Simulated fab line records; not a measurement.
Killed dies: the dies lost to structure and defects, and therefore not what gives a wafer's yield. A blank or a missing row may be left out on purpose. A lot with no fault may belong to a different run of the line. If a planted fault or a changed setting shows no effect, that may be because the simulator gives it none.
fab line records | flow nand-harc
[record] lots = 24 wafers = 72 last-day = 24
route steps=1159 shown P_START@1 P_ZERO_WELL@46 P_STI@88 P_GATE@122
lots that met no fault: taken from a fault-free run of the same line
start-h: hours from the record's first day to the start of the lot's first wafer shown | wait-h: how many hours have passed since the lot's step before this one | " same as the row above | L1.1+2: one row covering several wafers at once | - either no value or no given start | * or withheld: withheld | < > ~ a bound
route shown NAME@n: a module of which the file shows steps, and the number in the route of the first | usual: mean/standard deviation taken from wafers without a fault | same: alike in all rows | chamber/n: place in a boat | sites: the reading at each site | _std_site: how widely they spread, as a standard deviation | _edge_site: inner sites' mean taken away from outer sites' mean | radius-mm: for every site, how far away it sits from the centre of the wafer | mask NAME#n: copy n | behind: the last tool/chamber to shape the wafer | hold: reason for holding the lot/hours on hold/outcome of the hold | device: the n, p or np transistor that did not switch | end of line: tests of these same wafers at the route's end | for a step that has no rows: nothing shown but its recipe | killed: the dies lost at the first sort to structure and to defects; this is not the yield of the wafer | map: the dies of a wafer, with x for killed, . for not killed, _ for no die there
set.NAME: the setting as run; set.NAME@STEP: as run at that earlier step | model.NAME: the simulator's own value behind a step, which no gauge read
a sample of lots followed through the steps of the route, with each step as a table and each wafer as a row
services: a tool's chamber out of use, with start hour (start-h, from the record's first day; less than 0 if before it), hours out, and reason
[[steps]]
[step NHARC_P_START_INSPECT_01]
[usual] raw-defect-count = 3.6/1.8
// columns lot.wafer tool chamber start-h wait-h raw-defect-count
L074.2 defect-inspect-02 - 12.04 - 5
L074.3 " - " " 11
L074.5 " - " " 3
L075.2 defect-inspect-02 - 18.04 - 2
L075.5 " - " " 3
L075.6 " - " " 3
L076.1 defect-inspect-02 - 24.03 - 4
L076.2 " - " " 1
L076.6 " - " " 4
L077.2 defect-inspect-01 - 30.04 - 3
L077.3 " - " " 3
L077.4 " - " " 3
L078.1 defect-inspect-01 - 36.04 - 1
L078.2 " - " " 0
L078.3 " - " " 7
L079.2 defect-inspect-01 - 42.04 - 7
L079.3 " - " " 5
L079.4 " - " " 3
L080.1 defect-inspect-01 - 48.04 - 2
L080.2 " - " " 3
L080.6 " - " " 1
L081.2 defect-inspect-02 - 54.04 - 5
L081.3 " - " " 4
L081.5 " - " " 4
L082.2 defect-inspect-02 - 60.04 - 4
L082.3 " - " " 2
L082.5 " - " " 6
L083.2 defect-inspect-02 - 66.04 - 3
L083.3 " - " " 4
L083.4 " - " " 3
L084.1 defect-inspect-02 - 72.04 - 3
L084.2 " - " " 4
L084.6 " - " " 2
L085.2 defect-inspect-02 - 78.05 - 2
L085.3 " - " " 5
L085.5 " - " " 2
L086.3 defect-inspect-01 - 84.04 - 3
L086.5 " - " " 4
L086.6 " - " " 5
L087.2 defect-inspect-02 - 90.04 - 5
L087.3 " - " " 3
L087.5 " - " " 1
L088.4 defect-inspect-01 - 96.05 - 3
L088.5 " - " " 4
L088.6 " - " " 6
L089.1 defect-inspect-02 - 102.03 - 6
L089.2 " - " " 8
L089.3 " - " " 6
L090.1 defect-inspect-02 - 108.03 - 1
L090.5 " - " " 5
L090.6 " - " " 2
L091.2 defect-inspect-02 - 114.04 - 2
L091.5 " - " " 3
L091.6 " - " " 2
L092.1 defect-inspect-01 - 120.04 - 4
L092.2 " - " " 1
L092.4 " - " " 3
L093.3 defect-inspect-01 - 126.04 - 7
L093.5 " - " " 4
L093.6 " - " " 2
L094.2 defect-inspect-02 - 132.04 - 4
L094.3 " - " " 3
L094.6 " - " " 4
L095.1 defect-inspect-02 - 138.04 - 2
L095.2 " - " " 4
L095.5 " - " " 6
L096.2 defect-inspect-02 - 144.04 - 3
L096.3 " - " " 3
L096.6 " - " " 5
L097.1 defect-inspect-02 - 150.03 - 4
L097.2 " - " " 3
L097.4 " - " " 2
[step NHARC_P_ZERO_WELL_DESCUM_39]
[recipe] time-s = 3 o2-flow-sccm = 200 ar-flow-sccm = 0 bias-power-w = 0 chemistry = O2
[usual] drypump-motor-current-A = 5.8/0.48 oes-product-au = 1.001/0.0077 rf-vpp-V = 57.8/0.84 showerhead-plenum-p-Torr = 1.95/0.079 throttle-valve-pct = 11.311/0.0081
// columns lot.wafer tool chamber start-h wait-h drypump-motor-current-A oes-product-au rf-hours-counter-h rf-vpp-V showerhead-plenum-p-Torr throttle-valve-pct
L074.3 rie-diel-08 0 16.29 - 6.3 1.005 3.0 57.7 1.88 11.315
L074.2 " 1 " " 6.7 1.001 3.0 59.4 2.01 11.309
L074.5 " 3 " " 5.9 0.996 - 57.6 2.06 11.313
L075.2 rie-diel-08 2 22.40 - 5.5 0.993 3.3 58.4 2.00 11.303
L075.5 " 0 " " 6.3 0.993 - 55.8 1.88 11.302
L075.6 " 1 " " 6.6 1.005 - 56.5 2.01 11.313
L076.2 rie-diel-07 3 28.60 - 5.8 1.001 6.9 57.1 1.94 11.326
L076.1 " 2 " " 6.0 0.997 6.0 59.2 1.96 11.317
L076.6 " 0 " " 4.8 1.002 - 57.5 1.85 11.316
L077.4 rie-diel-08 0 34.29 - 6.3 0.987 4.8 56.8 1.88 11.321
L077.3 " 1 " " 6.7 0.989 4.6 58.0 2.01 11.309
L077.2 " 3 " " 6.0 0.985 4.7 57.9 2.06 11.300
L078.3 rie-diel-07 3 40.34 - 5.8 1.002 8.0 56.4 1.94 11.308
L078.1 " 0 " " 4.8 1.008 8.6 59.1 1.85 11.317
L078.2 " 2 " " 6.0 1.015 7.2 58.9 1.96 11.310
L079.2 rie-diel-07 3 46.26 - 5.8 0.996 8.3 58.3 1.94 11.312
L079.4 " 0 " " 4.8 1.002 8.9 58.4 1.85 11.306
L079.3 " 2 " " 6.1 0.998 7.7 55.6 1.96 11.332
L080.2 rie-diel-08 1 52.15 - 6.6 0.997 5.7 57.6 2.01 11.308
L080.1 " 3 " " 5.9 1.010 5.8 56.6 2.06 11.312
L080.6 " 0 " " 6.3 0.989 - 57.5 1.88 11.312
L081.2 rie-diel-13 3 58.20 - 5.8 1.012 9.9 58.3 2.03 11.318
L081.3 " 0 " " 6.3 0.989 10.5 56.0 1.91 11.324
L081.5 " 2 " " 6.0 1.000 - 56.7 1.79 11.318
L082.2 rie-diel-13 3 64.43 - 5.8 1.009 10.1 58.7 2.03 11.312
L082.3 " 1 " " 5.6 0.986 9.6 57.4 1.92 11.309
L082.5 " 0 " " 6.3 1.003 - 57.2 1.91 11.313
L083.4 rie-diel-13 1 70.72 - 5.6 0.990 10.4 58.0 1.92 11.310
L083.3 " 2 " " 5.9 0.996 9.6 57.8 1.79 11.310
L083.2 " 3 " " 5.8 1.012 10.6 57.9 2.03 11.320
L084.1 rie-diel-07 0 76.28 - 4.8 1.014 2.3 58.0 1.85 11.304
L084.2 " 1 " " 5.6 1.014 2.1 59.4 2.06 11.307
L084.6 " 1 " " 5.6 1.008 - 58.6 2.06 11.306
L085.3 rie-diel-08 1 82.10 - 6.7 0.992 7.8 57.6 2.01 11.298
L085.2 " 3 " " 5.9 1.004 8.4 58.4 2.06 11.322
L085.5 " 2 " " 5.6 0.996 - 58.3 2.00 11.317
L086.3 rie-diel-07 2 88.30 - 6.0 1.012 1.5 57.6 1.96 11.307
L086.6 " 0 " " 4.8 1.017 - 56.9 1.85 11.324
L086.5 " 1 " " 5.6 1.009 - 58.8 2.06 11.292
L087.2 rie-diel-07 2 94.32 - 6.1 0.991 2.3 57.7 1.96 11.302
L087.3 " 3 " " 5.8 0.982 2.7 57.1 1.94 11.293
L087.5 " 0 " " 4.8 1.001 - 58.5 1.85 11.311
L088.4 rie-diel-07 3 100.29 - 5.8 0.998 2.8 58.4 1.94 11.316
L088.5 " 1 " " 5.6 1.002 - 57.9 2.06 11.315
L088.6 " 2 " " 6.1 0.996 - 58.2 1.96 11.294
L089.3 rie-diel-08 2 106.48 - 5.6 0.994 8.4 58.5 2.00 11.306
L089.1 " 3 " " 5.9 0.991 10.1 57.9 2.06 11.308
L089.2 " 0 " " 6.3 0.998 10.0 57.5 1.88 11.318
L090.1 rie-diel-07 1 112.20 - 5.6 1.012 4.0 58.8 2.06 11.321
L090.6 " 1 " " 5.7 1.006 - 57.8 2.06 11.318
L090.5 " 2 " " 6.1 0.998 - 57.9 1.96 11.326
L091.2 rie-diel-07 2 118.43 - 6.0 0.998 3.6 57.7 1.96 11.315
L091.6 " 0 " " 4.8 0.992 - 57.2 1.85 11.319
L091.5 " 1 " " 5.6 0.995 - 58.9 2.06 11.299
L092.1 rie-diel-13 0 124.85 - 6.3 1.003 0.6 58.4 1.91 11.318
L092.4 " 1 " " 5.6 1.001 0.5 57.2 1.92 11.310
L092.2 " 2 " " 5.9 1.005 0.7 56.7 1.79 11.302
L093.3 rie-diel-13 0 130.31 - 6.3 1.005 1.2 58.7 1.91 11.315
L093.6 " 2 " " 6.0 1.006 - 58.2 1.79 11.307
L093.5 " 3 " " 5.9 0.990 - 57.8 2.03 11.316
L094.3 rie-diel-07 1 136.75 - 5.6 1.002 5.0 57.9 2.06 11.304
L094.2 " 0 " " 4.8 1.009 6.3 58.2 1.85 11.316
L094.6 " 1 " " 5.6 1.015 - 57.3 2.06 11.315
L095.1 rie-diel-07 1 142.14 - 5.6 0.997 5.3 57.7 2.06 11.313
L095.2 " 3 " " 5.8 0.995 5.8 56.7 1.94 11.315
L095.5 " 1 " " 5.6 1.007 - 58.0 2.06 11.310
L096.3 rie-diel-13 2 148.40 - 5.9 0.995 2.1 57.6 1.79 11.316
L096.2 " 3 " " 5.8 1.017 2.0 56.1 2.03 11.312
L096.6 " 1 " " 5.6 0.997 - 57.7 1.92 11.317
L097.4 rie-diel-07 1 154.39 - 5.6 0.997 5.7 57.7 2.06 11.323
L097.2 " 2 " " 6.1 0.998 6.0 57.8 1.96 11.304
L097.1 " 0 " " 4.8 1.003 6.8 56.3 1.85 11.303
[step NHARC_P_ZERO_WELL_DESCUM_54]
[recipe] time-s = 3 o2-flow-sccm = 200 ar-flow-sccm = 0 bias-power-w = 0 chemistry = O2
[usual] drypump-motor-current-A = 5.7/0.44 oes-product-au = 1.001/0.0078 rf-vpp-V = 57.9/0.92 showerhead-plenum-p-Torr = 1.94/0.08 throttle-valve-pct = 11.313/0.0096
// columns lot.wafer tool chamber start-h wait-h drypump-motor-current-A oes-product-au rf-hours-counter-h rf-vpp-V showerhead-plenum-p-Torr throttle-valve-pct
L074.3 rie-diel-13 1 18.08 - 5.6 1.003 6 58.4 1.92 11.304
L074.2 " 3 " " 5.8 1.004 7 58.1 2.03 11.317
L074.5 " 1 " " 5.7 0.994 - 59.7 1.92 11.300
L075.2 rie-diel-07 3 24.05 - 5.8 1.011 7 57.5 1.94 11.325
L075.5 " 1 " " 5.6 1.024 - 58.9 2.06 11.317
L075.6 " 2 " " 6.0 1.021 - 56.2 1.96 11.306
L076.1 rie-diel-07 3 30.28 - 5.8 1.005 7 57.4 1.94 11.329
L076.2 " 2 " " 6.0 1.010 7 55.9 1.96 11.320
L076.6 " 0 " " 4.8 1.009 - 58.5 1.85 11.301
L077.2 rie-diel-07 3 35.96 - 5.8 1.001 8 56.8 1.94 11.331
L077.3 " 0 " " 4.8 0.995 8 58.6 1.85 11.314
L077.4 " 3 " " 5.8 1.001 - 57.2 1.94 11.294
L078.3 rie-diel-07 2 42.02 - 6.1 1.003 7 58.5 1.96 11.312
L078.1 " 3 " " 5.8 1.003 8 57.3 1.94 11.312
L078.2 " 0 " " 4.8 1.014 9 56.7 1.85 11.297
L079.2 rie-diel-13 1 47.90 - 5.6 0.994 9 57.2 1.92 11.296
L079.4 " 3 " " 5.8 0.998 9 59.1 2.03 11.319
L079.3 " 0 " " 6.3 0.991 10 58.2 1.91 11.318
L080.1 rie-diel-13 2 53.81 - 6.0 0.992 8 57.2 1.79 11.300
L080.2 " 0 " " 6.3 1.002 10 56.5 1.91 11.318
L080.6 " 2 " " 6.0 1.000 - 57.6 1.79 11.319
L081.2 rie-diel-13 1 59.72 - 5.6 0.999 10 58.4 1.92 11.297
L081.3 " 2 " " 5.9 1.000 9 59.0 1.79 11.304
L081.5 " 3 " " 5.8 1.013 - 58.8 2.03 11.321
L082.2 rie-diel-07 1 66.08 - 5.6 1.012 1 58.2 2.06 11.316
L082.3 " 2 " " 6.1 1.008 1 57.4 1.96 11.322
L082.5 " 0 " " 4.8 1.021 - 57.7 1.85 11.320
L083.4 rie-diel-13 1 72.26 - 5.6 0.998 10 58.8 1.92 11.296
L083.2 " 2 " " 5.9 1.000 10 56.4 1.79 11.298
L083.3 " 3 " " 5.8 0.999 11 58.0 2.03 11.330
L084.2 rie-diel-07 2 77.80 - 6.1 0.998 1 57.5 1.96 11.309
L084.1 " 3 " " 5.8 0.996 2 58.6 1.94 11.320
L084.6 " 2 " " 6.1 0.996 - 58.9 1.96 11.310
L085.2 rie-diel-07 1 83.64 - 5.6 1.004 2 58.3 2.06 11.321
L085.3 " 2 " " 6.1 1.000 1 58.1 1.96 11.320
L085.5 " 0 " " 4.8 1.013 - 56.9 1.85 11.324
L086.3 rie-diel-13 1 89.96 - 5.7 1.000 11 56.8 1.92 11.316
L086.5 " 3 " " 5.8 1.010 - 58.8 2.03 11.305
L086.6 " 0 " " 6.3 1.007 - 58.4 1.91 11.303
L087.3 rie-diel-07 2 95.96 - 6.1 0.998 2 58.2 1.96 11.321
L087.2 " 3 " " 5.8 0.998 3 57.2 1.94 11.315
L087.5 " 1 " " 5.7 1.003 - 58.3 2.06 11.307
L088.4 rie-diel-08 3 101.90 - 5.9 0.997 9 58.6 2.06 11.299
L088.6 " 3 " " 5.9 0.989 - 59.1 2.06 11.309
L088.5 " 0 " " 6.3 0.995 - 55.6 1.88 11.321
L089.3 rie-diel-07 0 108.04 - 4.8 1.006 4 56.7 1.85 11.315
L089.1 " 2 " " 6.1 0.988 3 57.1 1.96 11.291
L089.2 " 3 " " 5.8 0.995 4 58.5 1.94 11.328
L090.1 rie-diel-13 1 113.74 - 5.6 0.991 0 56.4 1.92 11.308
L090.5 " 3 " " 5.8 0.997 - 58.8 2.03 11.319
L090.6 " 0 " " 6.3 0.998 - 58.5 1.91 11.335
L091.2 rie-diel-13 1 120.10 - 5.6 1.003 0 57.8 1.92 11.303
L091.5 " 3 " " 5.8 1.006 - 58.0 2.03 11.316
L091.6 " 0 " " 6.3 1.007 - 58.6 1.91 11.321
L092.1 rie-diel-07 1 126.35 - 5.6 0.985 4 57.4 2.06 11.313
L092.2 " 3 " " 5.8 0.988 5 57.6 1.94 11.319
L092.4 " 0 " " 4.8 0.997 5 56.7 1.85 11.315
L093.3 rie-diel-07 2 131.97 - 6.1 0.997 4 58.3 1.96 11.324
L093.6 " 3 " " 5.8 0.992 - 58.8 1.94 11.315
L093.5 " 0 " " 4.8 1.001 - 57.4 1.85 11.315
L094.2 rie-diel-13 0 138.39 - 6.3 0.997 1 59.3 1.91 11.313
L094.3 " 1 " " 5.6 0.984 2 57.3 1.92 11.317
L094.6 " 1 " " 5.6 0.999 - 57.1 1.92 11.314
L095.1 rie-diel-13 2 143.79 - 6.0 0.994 2 56.7 1.79 11.305
L095.2 " 0 " " 6.3 0.997 2 57.2 1.91 11.301
L095.5 " 3 " " 5.8 0.992 - 59.9 2.03 11.325
L096.2 rie-diel-07 3 150.11 - 5.8 0.992 6 57.5 1.94 11.304
L096.3 " 0 " " 4.8 1.000 7 57.7 1.85 11.313
L096.6 " 2 " " 6.0 1.010 - 57.9 1.96 11.317
L097.2 rie-diel-07 0 155.96 - 4.8 1.000 7 56.0 1.85 11.326
L097.1 " 1 " " 5.6 1.002 6 58.1 2.06 11.307
L097.4 " 2 " " 6.1 0.999 6 57.4 1.96 11.318
[step NHARC_P_STI_ETCH_42]
[recipe] target-depth-a = 800 overetch-a = 240 time-s = 61 ion-energy-ev = 200 n2-flow-sccm = 150 h2-flow-sccm = 150 ar-flow-sccm = 0 rf-w = 400 bias-w = 150 chemistry = N2/H2
[usual] drypump-motor-current-A = 5.8/0.36 oes-product-au = 0.999/0.0072 rf-vpp-V = 430.0/2.1 showerhead-plenum-p-Torr = 2.02/0.069 throttle-valve-pct = 14.171/0.0084
// columns lot.wafer tool chamber start-h wait-h drypump-motor-current-A oes-product-au rf-hours-counter-h rf-vpp-V showerhead-plenum-p-Torr throttle-valve-pct
L075.2 rie-diel-10 2 45.55 0.1 5.4 1.003 1.2 429.0 1.97 14.174
L075.5 " 0 " " 5.4 1.001 - 430.3 2.04 14.158
L075.6 " 1 " " 5.6 1.003 - 429.2 2.00 14.172
L074.3 rie-diel-10 3 45.59 0.1 5.9 0.995 1.0 428.0 1.93 14.162
L074.2 " 0 " " 5.4 0.992 1.0 432.1 2.04 14.184
L074.5 " 2 " " 5.4 1.002 - 427.3 1.97 14.188
L076.2 rie-diel-09 0 45.74 0.1 5.8 0.993 4.5 429.2 2.00 14.165
L076.1 " 2 " " 5.6 0.997 4.3 428.2 1.95 14.151
L076.6 " 0 " " 5.8 1.001 - 430.1 2.00 14.171
L077.3 rie-diel-03 0 53.24 0.1 6.2 1.015 0.0 432.3 2.11 14.179
L077.4 " 1 " " 6.2 1.016 0.0 431.0 2.05 14.171
L077.2 " 2 " " 5.3 0.997 0.0 431.5 2.06 14.182
L078.1 rie-diel-03 1 59.28 0.1 6.2 1.003 0.2 430.9 2.05 14.165
L078.2 " 2 " " 5.3 1.005 0.1 430.0 2.06 14.168
L078.3 " 3 " " 6.3 1.004 0.2 433.4 2.12 14.163
L079.3 rie-diel-03 1 67.14 0.1 6.2 1.001 1.1 432.4 2.05 14.173
L079.4 " 2 " " 5.3 0.999 0.8 430.3 2.06 14.190
L079.2 " 3 " " 6.4 1.002 0.8 432.5 2.12 14.166
L080.2 rie-diel-09 2 71.09 0.1 5.6 1.000 5.3 427.8 1.95 14.161
L080.1 " 3 " " 5.4 1.012 5.8 425.3 1.90 14.167
L080.6 " 2 " " 5.6 1.007 - 427.4 1.95 14.184
L081.2 rie-diel-10 3 77.11 0.1 5.9 0.997 1.7 426.6 1.93 14.178
L081.3 " 2 " " 5.4 0.995 1.8 427.6 1.97 14.166
L081.5 " 0 " " 5.5 0.987 - 429.7 2.04 14.183
L082.3 rie-diel-10 1 84.21 0.1 5.6 0.996 1.7 429.0 2.00 14.183
L082.2 " 2 " " 5.4 0.992 2.1 429.0 1.97 14.182
L082.5 " 0 " " 5.4 0.994 - 430.1 2.04 14.180
L083.2 rie-diel-03 3 91.44 0.1 6.3 0.991 2.8 431.5 2.12 14.157
L083.3 " 0 " " 6.2 1.000 3.5 432.9 2.11 14.176
L083.4 " 1 " " 6.2 1.001 3.1 430.8 2.05 14.170
L084.2 rie-diel-09 1 95.12 0.1 5.9 1.003 0.4 432.2 2.15 14.176
L084.1 " 2 " " 5.6 0.999 0.4 426.8 1.95 14.168
L084.6 " 2 " " 5.6 0.991 - 429.2 1.95 14.174
L085.3 rie-diel-09 1 103.53 0.1 5.9 0.997 0.6 433.2 2.15 14.173
L085.2 " 3 " " 5.5 0.988 0.6 426.9 1.90 14.170
L085.5 " 2 " " 5.6 1.000 - 428.2 1.95 14.183
L086.3 rie-diel-10 0 111.89 0.1 5.4 0.988 2.8 430.2 2.04 14.171
L086.6 " 3 " " 5.9 0.987 - 427.4 1.93 14.169
L086.5 " 0 " " 5.4 0.989 - 431.7 2.04 14.173
L087.3 rie-diel-10 3 112.04 0.1 5.9 0.991 2.9 427.7 1.93 14.178
L087.2 " 2 " " 5.4 1.012 2.9 429.2 1.97 14.166
L087.5 " 3 " " 5.9 1.002 - 428.1 1.93 14.164
L088.4 rie-diel-03 0 119.24 0.1 6.2 1.003 5.5 433.1 2.11 14.165
L088.5 " 1 " " 6.2 1.000 - 429.8 2.05 14.171
L088.6 " 2 " " 5.3 1.018 - 429.7 2.06 14.167
L089.2 rie-diel-10 2 125.30 0.1 5.4 1.000 3.1 427.4 1.97 14.164
L089.3 " 3 " " 5.9 0.996 3.1 428.0 1.93 14.185
L089.1 " 1 " " 5.6 0.986 2.8 428.5 1.99 14.175
L090.1 rie-diel-09 1 132.62 0.1 5.9 1.004 1.8 434.0 2.15 14.183
L090.5 " 1 " " 5.9 0.998 - 433.7 2.15 14.181
L090.6 " 2 " " 5.6 0.996 - 428.6 1.95 14.159
L091.2 rie-diel-03 3 138.42 0.1 6.3 0.994 5.6 433.3 2.12 14.149
L091.5 " 2 " " 5.3 1.002 - 430.4 2.06 14.168
L091.6 " 3 " " 6.3 1.000 - 432.7 2.12 14.160
L092.1 rie-diel-03 3 144.56 0.1 6.3 1.008 5.9 432.7 2.12 14.165
L092.4 " 0 " " 6.2 1.005 7.4 431.6 2.11 14.173
L092.2 " 1 " " 6.2 1.000 6.9 430.2 2.05 14.173
L093.3 rie-diel-03 2 149.47 0.1 5.3 1.005 5.9 429.9 2.06 14.167
L093.6 " 1 " " 6.2 1.003 - 430.6 2.05 14.155
L093.5 " 2 " " 5.3 1.006 - 432.3 2.06 14.162
L094.2 rie-diel-10 1 156.81 0.1 5.5 0.989 3.8 429.0 1.99 14.173
L094.3 " 3 " " 5.9 0.997 4.1 427.2 1.93 14.161
L094.6 " 1 " " 5.5 0.990 - 429.4 2.00 14.178
L095.2 rie-diel-10 1 161.37 0.1 5.6 0.991 3.9 428.5 1.99 14.157
L095.1 " 2 " " 5.4 1.011 4.2 428.5 1.97 14.185
L095.5 " 1 " " 5.5 0.986 - 427.8 1.99 14.185
L096.2 rie-diel-10 0 169.75 0.1 5.4 1.011 4.5 431.1 2.04 14.172
L096.3 " 2 " " 5.4 1.011 4.5 428.8 1.97 14.178
L096.6 " 1 " " 5.6 0.996 - 428.8 2.00 14.169
L097.2 rie-diel-03 3 174.07 0.1 6.3 0.992 7.8 432.5 2.12 14.161
L097.1 " 0 " " 6.2 1.002 9.1 431.8 2.11 14.175
L097.4 " 1 " " 6.2 0.996 8.7 431.6 2.05 14.177
[step NHARC_P_STI_INSPECT_25]
[usual] raw-defect-count = 218/75
// columns lot.wafer tool chamber start-h wait-h raw-defect-count
L075.2 defect-inspect-02 - 75.50 0.4 325
L075.5 " - " " 304
L075.6 " - " " 206
L074.2 defect-inspect-01 - 75.51 0.4 168
L074.3 " - " " 246
L074.5 " - " " 311
L076.1 defect-inspect-02 - 75.51 0.4 286
L076.2 " - " " 332
L076.6 " - " " 322
L077.2 defect-inspect-01 - 82.27 0.4 171
L077.3 " - " " 154
L077.4 " - " " 282
L078.1 defect-inspect-01 - 90.04 0.4 189
L078.2 " - " " 235
L078.3 " - " " 328
L080.1 defect-inspect-02 - 99.69 0.4 250
L080.2 " - " " 317
L080.6 " - " " 306
L079.2 defect-inspect-01 - 99.72 0.4 205
L079.3 " - " " 193
L079.4 " - " " 250
L081.2 defect-inspect-01 - 108.43 0.4 127
L081.3 " - " " 134
L081.5 " - " " 169
L082.2 defect-inspect-01 - 116.10 0.4 191
L082.3 " - " " 66
L082.5 " - " " 161
L084.1 defect-inspect-02 - 121.75 0.4 345
L084.2 " - " " 268
L084.6 " - " " 337
L083.2 defect-inspect-01 - 121.75 0.4 147
L083.3 " - " " 108
L083.4 " - " " 266
L087.2 defect-inspect-01 - 145.61 0.4 155
L087.3 " - " " 144
L087.5 " - " " 139
L088.4 defect-inspect-02 - 145.61 0.4 210
L088.5 " - " " 119
L088.6 " - " " 153
L085.2 defect-inspect-01 - 145.62 0.4 204
L085.3 " - " " 122
L085.5 " - " " 216
L086.3 defect-inspect-02 - 145.62 0.4 199
L086.5 " - " " 207
L086.6 " - " " 209
L089.1 defect-inspect-02 - 157.27 0.4 110
L089.2 " - " " 225
L089.3 " - " " 309
L090.1 defect-inspect-02 - 157.28 0.4 244
L090.5 " - " " 183
L090.6 " - " " 194
L091.2 defect-inspect-01 - 168.86 0.4 535
L091.5 " - " " 342
L091.6 " - " " 162
L092.1 defect-inspect-02 - 178.79 0.4 107
L092.2 " - " " 170
L092.4 " - " " 166
L094.2 defect-inspect-01 - 178.79 0.4 145
L094.3 " - " " 146
L094.6 " - " " 272
L093.3 defect-inspect-02 - 178.79 0.4 237
L093.5 " - " " 183
L093.6 " - " " 179
L095.1 defect-inspect-01 - 189.34 0.4 195
L095.2 " - " " 147
L095.5 " - " " 262
L097.1 defect-inspect-02 - 197.35 0.4 159
L097.2 " - " " 298
L097.4 " - " " 87
L096.2 defect-inspect-01 - 197.35 0.4 280
L096.3 " - " " 318
L096.6 " - " " 547
[step NHARC_P_GATE_CD_MEAS_11]
[recipe] target-cd-nm = 1640 landing-energy-ev = 500
[usual] cd-nm = 1640.0/1.2
// columns lot.wafer tool chamber start-h wait-h cd-nm
L076.1 cd-sem-02 0 83.47 - 1639.4
L076.2 " 0 " " 1638.2
L076.6 " 0 " " 1639.5
L075.2 cd-sem-01 0 83.63 - 1638.7
L075.5 " 0 " " 1639.3
L075.6 " 0 " " 1639.6
L074.2 cd-sem-02 0 83.67 - 1639.9
L074.3 " 0 " " 1641.0
L074.5 " 0 " " 1640.5
L077.2 cd-sem-01 0 91.17 - 1640.9
L077.3 " 0 " " 1641.6
L077.4 " 0 " " 1642.0
L078.1 cd-sem-01 0 97.97 - 1638.8
L078.2 " 0 " " 1639.1
L078.3 " 0 " " 1639.1
L079.2 cd-sem-01 0 109.82 - 1641.2
L079.3 " 0 " " 1642.6
L079.4 " 0 " " 1640.8
L080.1 cd-sem-03 0 109.98 - 1638.9
L080.2 " 0 " " 1638.8
L080.6 " 0 " " 1640.1
L081.2 cd-sem-02 0 116.48 - 1639.9
L081.3 " 0 " " 1640.4
L081.5 " 0 " " 1640.6
L082.2 cd-sem-03 0 124.22 - 1640.5
L082.3 " 0 " " 1642.2
L082.5 " 0 " " 1641.4
L083.2 cd-sem-03 0 130.09 - 1639.7
L083.3 " 0 " " 1638.5
L083.4 " 0 " " 1640.4
L084.1 cd-sem-03 0 130.25 - 1641.6
L084.2 " 0 " " 1640.8
L084.6 " 0 " " 1641.4
L086.3 cd-sem-02 0 153.74 - 1640.6
L086.5 " 0 " " 1639.4
L086.6 " 0 " " 1639.4
L087.2 cd-sem-03 0 153.90 - 1639.1
L087.3 " 0 " " 1639.7
L087.5 " 0 " " 1640.6
L085.2 cd-sem-03 0 154.06 - 1638.5
L085.3 " 0 " " 1638.3
L085.5 " 0 " " 1636.3
L088.4 cd-sem-02 0 154.22 - 1640.3
L088.5 " 0 " " 1640.9
L088.6 " 0 " " 1642.2
L090.1 cd-sem-03 0 165.50 - 1640.9
L090.5 " 0 " " 1639.1
L090.6 " 0 " " 1639.8
L089.1 cd-sem-01 0 165.67 - 1641.3
L089.2 " 0 " " 1639.6
L089.3 " 0 " " 1640.1
L091.2 cd-sem-01 0 177.54 - 1639.5
L091.5 " 0 " " 1639.8
L091.6 " 0 " " 1639.1
L092.1 cd-sem-02 0 187.12 - 1637.6
L092.2 " 0 " " 1638.2
L092.4 " 0 " " 1637.6
L094.2 cd-sem-01 0 187.28 - 1639.3
L094.3 " 0 " " 1640.9
L094.6 " 0 " " 1639.8
L093.3 cd-sem-02 0 187.44 - 1640.2
L093.5 " 0 " " 1639.1
L093.6 " 0 " " 1638.2
L095.1 cd-sem-02 0 197.45 - 1640.1
L095.2 " 0 " " 1638.9
L095.5 " 0 " " 1640.2
L097.1 cd-sem-02 0 205.41 - 1640.5
L097.2 " 0 " " 1639.8
L097.4 " 0 " " 1640.2
L096.2 cd-sem-02 0 205.57 - 1640.9
L096.3 " 0 " " 1640.0
L096.6 " 0 " " 1640.3
[[services]]
// columns tool chamber start-h hours kind
rie-diel-10 - -0.50 9.0 pm
rie-diel-07 0 5.70 - clean
rie-diel-08 2 22.91 10.3 repair
rie-diel-07 1 27.75 13.3 repair
rie-diel-03 - 38.42 9.0 pm
rie-diel-09 1 40.96 19.5 repair
rie-diel-08 - 44.52 0.2 repair
rie-diel-10 - 46.16 1.1 repair
rie-diel-07 - 51.20 9.0 pm
rie-diel-10 1 64.74 7.9 repair
rie-diel-03 1 67.69 3.8 repair
rie-diel-09 1 69.86 2.7 repair
rie-diel-03 1 75.19 4.5 repair
rie-diel-09 - 77.10 9.0 pm
rie-diel-10 0 88.93 3.2 repair
rie-diel-13 - 99.00 9.0 pm
rie-diel-08 - 124.80 9.0 pm
rie-diel-08 1 134.37 3.4 repair
rie-diel-08 1 144.04 3.7 repair
rie-diel-09 0 144.79 3.3 repair
rie-diel-10 - 151.66 0.2 repair
rie-diel-08 3 153.12 4.3 repair
rie-diel-09 1 157.88 4.2 repair
rie-diel-09 0 168.54 1.2 repair
[[key]]
fault none
